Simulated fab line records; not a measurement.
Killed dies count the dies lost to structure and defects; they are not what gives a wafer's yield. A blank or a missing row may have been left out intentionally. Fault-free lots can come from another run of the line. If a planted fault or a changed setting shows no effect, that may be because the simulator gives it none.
Chamber matching    flow nand_harc    NHARC_A_STAIRCASE_DEP_156 on pecvd-04: 3 sister chambers
The step deposits SiNx, target thk 50 nm. 3 wafers are shown with their chamber, then 9 later ones without.

== EACH WAFER AND ITS CHAMBER ==
wafer   chamber  heater_power_w (W)
L080.5  2        652
L084.4  1        859
L084.6  0        779

== WAFERS WITH NO CHAMBER GIVEN ==
wafer   heater_power_w (W)
L088.2  676
L088.4  775
L088.5  694
L090.2  710
L090.5  892
L090.6  698
L096.2  718
L096.5  683
L096.6  879

== EACH ONE'S CHAMBER ==
wafer    from the rows above       in truth
L088.2   2                         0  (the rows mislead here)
L088.4   0                         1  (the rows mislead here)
L088.5   can't be placed: 2 or 0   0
L090.2   can't be placed: 2 or 0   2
L090.5   1                         1
L090.6   can't be placed: 2 or 0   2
L096.2   can't be placed: 0 or 2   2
L096.5   can't be placed: 2 or 0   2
L096.6   1                         1
Placed correctly: 2 of 9. Can't be placed from these rows: 5 (the true chamber is among the candidates in 5). 2 placed wrongly.
How it was worked out, from the rows above alone: a wafer's distance from a chamber is the root of the sum, over the readings, of the square of ((its reading less the chamber's mean) divided by the reading's scatter). The wafer belongs to the nearest chamber; if the next one is less than 2 further off, it can't be placed. Each chamber's mean is taken over the wafers shown for it. The scatter (one wafer shown for each chamber): square how far every hidden wafer sits from the nearest shown wafer, average those squares and take the square root.
